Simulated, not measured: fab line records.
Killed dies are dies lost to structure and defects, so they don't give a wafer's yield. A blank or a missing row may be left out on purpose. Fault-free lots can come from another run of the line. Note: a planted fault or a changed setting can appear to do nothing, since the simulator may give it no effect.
Split-lot study / flow n5Finfet / 21 wafers read across 7 lots, on a route 1938 steps long

== THE SPLIT ITSELF ==
At N5_BEOL_M4_EXPOSE_25 (exposes mask V3, defocus 5 nm), the setting doseMj was moved away from the recipe's 63 on 8 of the 21 wafers read, by -6.2% to +5.8%. All remaining wafers had this setting at the recipe value.

== FROM THE SPLIT TO THE READING: what the file shows between them, 2 steps ==
- N5_BEOL_M4_PEB_26: peb time 60 s
- N5_BEOL_M4_DEVELOP_27: develop time 30 s

== THE READING ==
cdNm, in nm, at N5_BEOL_M4_CD_MEAS_28 (target cd 26.2 nm, target cd y 24.1 nm). Typical for fault-free wafers on this fab line: 26.31 nm, with standard deviation 0.23 nm.

wafer=L077.1; tool, chamber at the split=euvScanner-02, 0; doseMj as run=60.79; against the recipe=-3.5%; cdNm, nm=25.83; against lot-mates on the recipe=-0.58
wafer=L077.4; tool, chamber at the split=euvScanner-02, 0; doseMj as run=60.79; against the recipe=-3.5%; cdNm, nm=25.80; against lot-mates on the recipe=-0.61
wafer=L077.5; tool, chamber at the split=euvScanner-02, 0; doseMj as run=63; against the recipe=recipe; cdNm, nm=26.41; against lot-mates on the recipe=-
wafer=L081.2; tool, chamber at the split=euvScanner-01, 0; doseMj as run=63; against the recipe=recipe; cdNm, nm=26.38; against lot-mates on the recipe=-
wafer=L081.4; tool, chamber at the split=euvScanner-01, 0; doseMj as run=66.35; against the recipe=+5.3%; cdNm, nm=27.17; against lot-mates on the recipe=+0.80
wafer=L081.6; tool, chamber at the split=euvScanner-01, 0; doseMj as run=63; against the recipe=recipe; cdNm, nm=26.37; against lot-mates on the recipe=-
wafer=L083.2; tool, chamber at the split=euvScanner-02, 0; doseMj as run=63; against the recipe=recipe; cdNm, nm=26.29; against lot-mates on the recipe=-
wafer=L083.5; tool, chamber at the split=euvScanner-02, 0; doseMj as run=63; against the recipe=recipe; cdNm, nm=25.96; against lot-mates on the recipe=-
wafer=L083.6; tool, chamber at the split=euvScanner-02, 0; doseMj as run=63; against the recipe=recipe; cdNm, nm=26.07; against lot-mates on the recipe=-
wafer=L084.2; tool, chamber at the split=euvScanner-02, 0; doseMj as run=63; against the recipe=recipe; cdNm, nm=26.55; against lot-mates on the recipe=-
wafer=L084.3; tool, chamber at the split=euvScanner-02, 0; doseMj as run=59.07; against the recipe=-6.2%; cdNm, nm=24.82; against lot-mates on the recipe=-1.73
wafer=L084.4; tool, chamber at the split=euvScanner-02, 0; doseMj as run=59.07; against the recipe=-6.2%; cdNm, nm=25.30; against lot-mates on the recipe=-1.25
wafer=L086.3; tool, chamber at the split=euvScanner-01, 0; doseMj as run=64.37; against the recipe=+2.2%; cdNm, nm=27.01; against lot-mates on the recipe=+0.72
wafer=L086.4; tool, chamber at the split=euvScanner-01, 0; doseMj as run=63; against the recipe=recipe; cdNm, nm=26.29; against lot-mates on the recipe=-
wafer=L086.5; tool, chamber at the split=euvScanner-01, 0; doseMj as run=64.37; against the recipe=+2.2%; cdNm, nm=27.09; against lot-mates on the recipe=+0.80
wafer=L089.1; tool, chamber at the split=euvScanner-02, 0; doseMj as run=63; against the recipe=recipe; cdNm, nm=25.96; against lot-mates on the recipe=-
wafer=L089.5; tool, chamber at the split=euvScanner-02, 0; doseMj as run=63; against the recipe=recipe; cdNm, nm=26.82; against lot-mates on the recipe=-
wafer=L089.6; tool, chamber at the split=euvScanner-02, 0; doseMj as run=63; against the recipe=recipe; cdNm, nm=26.03; against lot-mates on the recipe=-
wafer=L097.1; tool, chamber at the split=euvScanner-01, 0; doseMj as run=63; against the recipe=recipe; cdNm, nm=26.56; against lot-mates on the recipe=-
wafer=L097.3; tool, chamber at the split=euvScanner-01, 0; doseMj as run=63; against the recipe=recipe; cdNm, nm=26.29; against lot-mates on the recipe=-
wafer=L097.6; tool, chamber at the split=euvScanner-01, 0; doseMj as run=66.67; against the recipe=+5.8%; cdNm, nm=27.43; against lot-mates on the recipe=+1.01

FIT RESULTS
A straight line over all 21 wafers: cdNm changes by +0.192 nm for each +1% of doseMj; r = +0.92; the points scatter about the line by 0.25 nm.
The same after taking each lot's own level away (the mean of its wafers on the recipe; 21 wafers): +0.208 nm for each +1%; r = +0.93; scatter 0.24 nm.
That fit puts the effect of the largest move of doseMj on the reading at 1.3 nm.
The lots' own levels span 26.107 to 26.550 nm, that is 1.9 times the standard deviation above.
So the lot-to-lot level changes the slope little: the two slopes agree.
Check: with one of the wafers moved furthest among these (-6.2%) left out of the fit, the line predicts -1.14 nm for it against its lot-mates. It came out at -1.73 nm against them.

== ADDITIONAL SPLITS CARRIED BY THESE WAFERS ==
Before the reading, these wafers also passed through other splits. Each is held against what the fit with the lots' levels taken away leaves over:
other split on the same wafers=N5_BEOL_M3_VIA_ETCH_34 timeS; wafers away from the commonest value=9; r with cdNm (lot level and that fit taken away)=+0.02
other split on the same wafers=N5_BEOL_M4_COAT_05 spinRpm; wafers away from the commonest value=3; r with cdNm (lot level and that fit taken away)=+0.09
other split on the same wafers=N5_BEOL_M4_DESCUM_16 timeS; wafers away from the commonest value=8; r with cdNm (lot level and that fit taken away)=+0.20
other split on the same wafers=N5_BEOL_M4_COAT_22 spinRpm; wafers away from the commonest value=5; r with cdNm (lot level and that fit taken away)=+0.17

== FILE'S OWN FIT ==
cdNm changes by +0.196 nm for each +1% of doseMj, r = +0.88.
